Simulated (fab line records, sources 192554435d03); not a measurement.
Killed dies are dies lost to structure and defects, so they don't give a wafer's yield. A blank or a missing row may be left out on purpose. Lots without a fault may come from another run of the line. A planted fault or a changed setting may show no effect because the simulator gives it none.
Which tool did it? | flow n5_finfet | 12 lots, 32 wafers sampled, at 2 steps of a route of 1938

WHAT THE GAUGES READ, wafer by wafer
N5_BEOL_M5_OVL_MEAS_12.
lot  | measured     | on         | M5_OVL (nm)
L949 | day 9 02:04  | overlay-01 | -0.4 -0.8 -0.3
L954 | day 9 18:03  | overlay-01 | -1.2 -0.7 -1.6
L955 | day 9 18:25  | overlay-02 | -0.1 0.4 -0.4
L957 | day 9 21:22  | overlay-02 | -0.4 -0.1
L956 | day 10 03:48 | overlay-01 | -1.9 -1.8
L958 | day 10 17:13 | overlay-01 | -0.7 -1.0 -0.8
L960 | day 11 15:17 | overlay-01 | 0.1 -0.7
L965 | day 12 09:49 | overlay-02 | 0.4 -1.0
L967 | day 12 18:57 | overlay-02 | -0.1 0.1 -0.3
L969 | day 13 22:13 | overlay-01 | -1.7 -1.6 -2.0
L970 | day 14 04:10 | overlay-01 | -0.2 -0.2 -0.5
L972 | day 14 07:53 | overlay-01 | -1.1 -1.3 -0.7

WHICH TOOL RAN EACH LOT (tool, then ch and the chambers of the sampled wafers, then the start)
lot  | N5_BEOL_M5_PECVD_70
L949 | pecvd-01 ch 0,2, day 9 00:17
L954 | pecvd-02 ch 0,1,2, day 9 15:47
L955 | pecvd-04 ch 0,2, day 9 16:41
L957 | pecvd-02 ch 0,2, day 9 19:36
L956 | pecvd-02 ch 0,1, day 9 23:27
L958 | pecvd-04 ch 0,1,2, day 10 15:42
L960 | pecvd-01 ch 0, day 11 12:35
L965 | pecvd-01 ch 0,1, day 12 08:39
L967 | pecvd-04 ch 0,2, day 12 17:55
L969 | pecvd-01 ch 0,1,2, day 13 20:07
L970 | pecvd-01 ch 0,1,2, day 14 03:11
L972 | pecvd-04 ch 0,1,2, day 14 05:48
- N5_BEOL_M5_PECVD_70: deposits SiO2 from TEOS/O2, target thk 16 nm, time 18 s.

WHAT THE TOOLS THEMSELVES READ (means of the sampled wafers that have a number; where no wafer has one, the mark that the record gives instead)
N5_BEOL_M5_PECVD_70.
lot  | tool     | chamber_pressure_Torr (Torr) | heater_power_w (W) | showerhead_plenum_p_Torr (Torr) | throttle_valve_pct (%)
L949 | pecvd-01 | 5.507                        | 819                | 8.74                            | 22.4
L954 | pecvd-02 | 5.485                        | 665                | 8.78                            | 21.6
L955 | pecvd-04 | 5.493                        | 680                | 8.80                            | 22.1
L957 | pecvd-02 | 5.516                        | 624                | 8.75                            | 20.6
L956 | pecvd-02 | 5.517                        | 709                | 8.78                            | 22.8
L958 | pecvd-04 | 5.493                        | 742                | 8.82                            | 21.6
L960 | pecvd-01 | 5.503                        | 778                | 8.75                            | 21.6
L965 | pecvd-01 | 5.506                        | 700                | 8.70                            | 22.9
L967 | pecvd-04 | 5.496                        | 720                | 8.80                            | 21.1
L969 | pecvd-01 | 5.497                        | 793                | 8.70                            | 22.3
L970 | pecvd-01 | 5.503                        | 746                | 8.71                            | 22.4
L972 | pecvd-04 | 5.520                        | 747                | 8.82                            | 21.8

THE ANSWER, worked out from the rows above alone
Rule: what is usual is taken from the lots themselves. Put in order of their means at a reading, lots are off if they are a third of the lots or fewer, leave a main group of 4 or more, and stand apart from it by a gap of 3 or more times the standard deviation of the main group's means; of several such gaps the widest counts. A main group whose means are all the same, to the digits that the tables above print for the reading, isn't used. A lot without any number at a reading at which 4 lots or more have one is off too. The other lots that the step has rows for count as sound. The gauges are gone through in route order, then the tools' own readings, and for those a lot's mean is taken as printed above. The first step at which some lot is off is used, and at that step the reading that is off furthest; a lot without a number counts as furthest.
No lot is off at any reading shown: from this, nothing can be told.

WHAT THE SIMULATOR HAD PUT IN
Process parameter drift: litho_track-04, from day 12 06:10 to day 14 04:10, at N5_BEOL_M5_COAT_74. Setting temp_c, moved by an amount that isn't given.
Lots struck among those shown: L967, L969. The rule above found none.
